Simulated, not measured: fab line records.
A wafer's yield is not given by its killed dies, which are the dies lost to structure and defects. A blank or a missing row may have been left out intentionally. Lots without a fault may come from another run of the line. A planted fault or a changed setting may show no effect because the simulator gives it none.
Code-filled problem report in 8D (eight disciplines) form | flow n5 finfet | the parts of the form that need people (team, actions taken, sign-off) are left out

== 1. THE PROBLEM ==
raw defect count at N5_BEOL_M6_INSPECT_13 reads a mean of 868 on 5 wafers of 2 lots; wafers without a fault read 392 with a standard deviation of 90. Relative to the usual mean, that is a shift of +5.3 standard deviations.
The step: inspects for defects (brightfield).
Seen first at day 10 20:17 on defect inspect-01, wafer L615.5. The record holds 31 wafers of 11 lots with a number at this step. Rule for "out" (also "out of limits"): further than 4 standard deviations from the usual mean. The rest of the wafers with a number are treated as sound.

== 2. WHAT IT IS, WHAT IT ISN'T ==
question                    | is                     | is not
which readings at this step | raw defect count       | -
which lots                  | L615, L618             | L610, L612, L613, L614, L622, L626, L628, L630, L631
which wafers of those lots  | all that have a number | -
read on which gauges        | defect inspect-01      | defect inspect-02
when                        | from day 10 20:17      | up to then (12 sound wafers); but 14 sound wafers of L622, L626, L628, L630, L631 came after

== 3. SUSPECTS, AND WHAT RULES EACH OUT ==
Counting: a tool stays on the suspect list if, at a process step up to the reading, it processed all lots that are out and no sound lot following the first of them.
- the gauge at N5_BEOL_M6_INSPECT_13 is ruled out. All the wafers that are out were read on defect inspect-01, but those of them that N5_BEOL_M6_INSPECT_30 has rows for are out there too, on other tools.
- pecvd-01 at N5_BEOL_M5_DEP_56 (deposits SiCN from 3MS/NH3, target thk 8 nm, time 14 s): ruled out as a lasting fault. After its first lot that is out, L615 (day 10 17:31), sound lots L622, L626, L628, L631 ran on it.
- pvd sputter-01 at N5_BEOL_M6_HM_DEP_02 (deposits TiN, target thk 20 nm): ruled out as a lasting fault. After its first lot that is out, L615 (day 10 19:54), sound lots L631 ran on it.
Left after counting: nothing in the record.

== 4. THE CAUSE (what the simulator had put in) ==
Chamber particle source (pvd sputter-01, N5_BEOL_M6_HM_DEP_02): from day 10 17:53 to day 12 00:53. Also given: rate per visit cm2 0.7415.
The count ruled it out by mistake, since the rule takes a fault to strike every lot its tool runs from the start of the fault on, and this one did not do so.

== 5. THE CHAIN OF EFFECTS, in route order ==
Rows list readings where the struck wafers' mean (over those with a number) sits beyond 3 standard deviations from the usual. Only readings whose record carries a usual standard deviation are examined. hours: median over the lots of the time between each lot's start at the first step of this table that gives one and its start at this step. sigmas: the change, counted in usual standard deviations.
hours | step                    | reading              | usual  | on struck wafers | change | sigmas
0     | N5_BEOL_M6_INSPECT_13   | raw defect count     | 392    | 868              | +476   | +5.3
3     | N5_BEOL_M6_INSPECT_30   | raw defect count     | 392    | 877              | +485   | +5.3
88    | N5_PASSIVATION_PROBE_49 | defect limited yield | 91.7 % | 84.0             | -7.7   | -4.5
88    | N5_PASSIVATION_PROBE_49 | killed_at_M4_up      | 13     | 92               | +79    | +15
88    | N5_PASSIVATION_PROBE_49 | killed dies          | 98     | 188              | +90    | +4.5
88    | N5_PASSIVATION_PROBE_49 | killed on rim        | 13     | 30               | +17    | +3.8
88    | N5_PASSIVATION_PROBE_49 | sort_bin_5_function  | 4.8 %  | 9.6              | +4.8   | +4.3
88    | N5_PASSIVATION_PROBE_49 | sort n pass          | 1082   | 992              | -90    | -4.5
88    | N5_PASSIVATION_PROBE_49 | sort yield pct       | 91.7 % | 84.0             | -7.7   | -4.5
The process steps in it:
- N5_PASSIVATION_PROBE_49

== 6. HOW IT WOULD HAVE BEEN CAUGHT EARLIER ==
In this record the first reading out of limits at a measuring or inspecting step was taken at day 10 20:17, 2 hours after the fault began at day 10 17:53.
Tool readings at N5_BEOL_M6_HM_DEP_02 with a usual standard deviation given in the record: none out on any struck wafer, hence no alarm at a limit of 4 standard deviations on them.
